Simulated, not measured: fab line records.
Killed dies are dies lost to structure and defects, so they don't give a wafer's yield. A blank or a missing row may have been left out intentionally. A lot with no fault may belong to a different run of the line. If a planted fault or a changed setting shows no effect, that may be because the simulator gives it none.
Split-lot trial | flow n5-finfet | on a route of 1938 steps: 7 lots, 21 wafers read

SPLIT DETAILS
At N5_BEOL_M9_ETCH_62 (etches SOC in N2/H2, target depth 110 nm, overetch 22 nm, time 165 s), the setting source-w was moved away from the recipe's 840 W on 3 of the 21 wafers read, by -15.3% to +9.9%. For the rest of the wafers, this setting stayed at what the recipe calls for.

Reading taken at the split's own step.

THE READING
rf-vpp-V, in V, at N5_BEOL_M9_ETCH_62 (etches SOC in N2/H2, target depth 110 nm, overetch 22 nm, time 165 s). A value of 524.9 V with a standard deviation of 2 V is what fault-free wafers of this fab line usually give.

wafer  | tool, chamber at the split | source-w as run, W | against the recipe | rf-vpp-V, V | against lot-mates on the recipe
L080.1 | rie-diel-01, 1             | 840                | recipe             | 527.1       | -
L080.4 | rie-diel-01, 2             | 840                | recipe             | 526.4       | -
L080.5 | rie-diel-01, 3             | 840                | recipe             | 521.9       | -
L083.3 | rie-diel-01, 3             | 840                | recipe             | 522.7       | -
L083.4 | rie-diel-01, 2             | 840                | recipe             | 526.5       | -
L083.6 | rie-diel-01, 3             | 840                | recipe             | 523.9       | -
L087.2 | rie-diel-01, 0             | 840                | recipe             | 524.7       | -
L087.3 | rie-diel-01, 3             | 840                | recipe             | 522.0       | -
L087.5 | rie-diel-01, 2             | 840                | recipe             | 525.8       | -
L091.2 | rie-diel-02, 0             | 840                | recipe             | 525.5       | -
L091.5 | rie-diel-02, 2             | 840                | recipe             | 522.0       | -
L091.6 | rie-diel-02, 1             | 840                | recipe             | 522.7       | -
L096.1 | rie-diel-03, 2             | 923.3              | +9.9%              | 504.1       | -19.6
L096.3 | rie-diel-03, 3             | 840                | recipe             | 525.6       | -
L096.6 | rie-diel-03, 2             | 840                | recipe             | 521.9       | -
L095.3 | rie-diel-03, 3             | 840                | recipe             | 525.0       | -
L095.4 | rie-diel-03, 0             | 840                | recipe             | 525.1       | -
L095.5 | rie-diel-03, 1             | 840                | recipe             | 526.9       | -
L097.4 | rie-diel-01, 1             | 840                | recipe             | 527.1       | -
L097.5 | rie-diel-01, 2             | 711.4              | -15.3%             | 557.2       | +30.1
L097.6 | rie-diel-01, 1             | 711.4              | -15.3%             | 557.3       | +30.2

FIT RESULTS
A straight line over all 21 wafers: rf-vpp-V changes by -2.12 V for each +1% of source-w; r = -0.99; the points scatter about the line by 1.8 V.
The same after taking each lot's own level away (the mean of its wafers on the recipe; 21 wafers): -1.97 V for each +1%; r = -0.99; scatter 1.6 V.
That fit puts the effect of the largest move of source-w on the reading at 30 V.
The lots' own levels span 523.40 to 527.10 V, that is 1.9 times the standard deviation above.
The two slopes agree, so the slope changes little with the lot-to-lot level.
Check: +30.2 V against its lot-mates is what the line predicts for one of the wafers moved furthest among these (-15.3%) when that wafer is left out of the fit. Against them it came out at +30.1 V.
Tool readings at the split's step, against how far the setting was moved: rf-vpp-V r = -0.99.

OTHER SPLITS ON THESE WAFERS
Other splits were also applied to these wafers ahead of the reading. Each is held against what the fit with the lots' levels taken away leaves over:
other split on the same wafers   | wafers away from the commonest value | r with rf-vpp-V (lot level and that fit taken away)
N5_BEOL_M8_TRENCH_ETCH_37 time-s | 7                                    | -0.08
N5_BEOL_M9_EXPOSE_08 dose-mj     | 9                                    | -0.02

THE FILE'S OWN FIT
rf-vpp-V changes by -1.97 V for each +1% of source-w, r = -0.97.
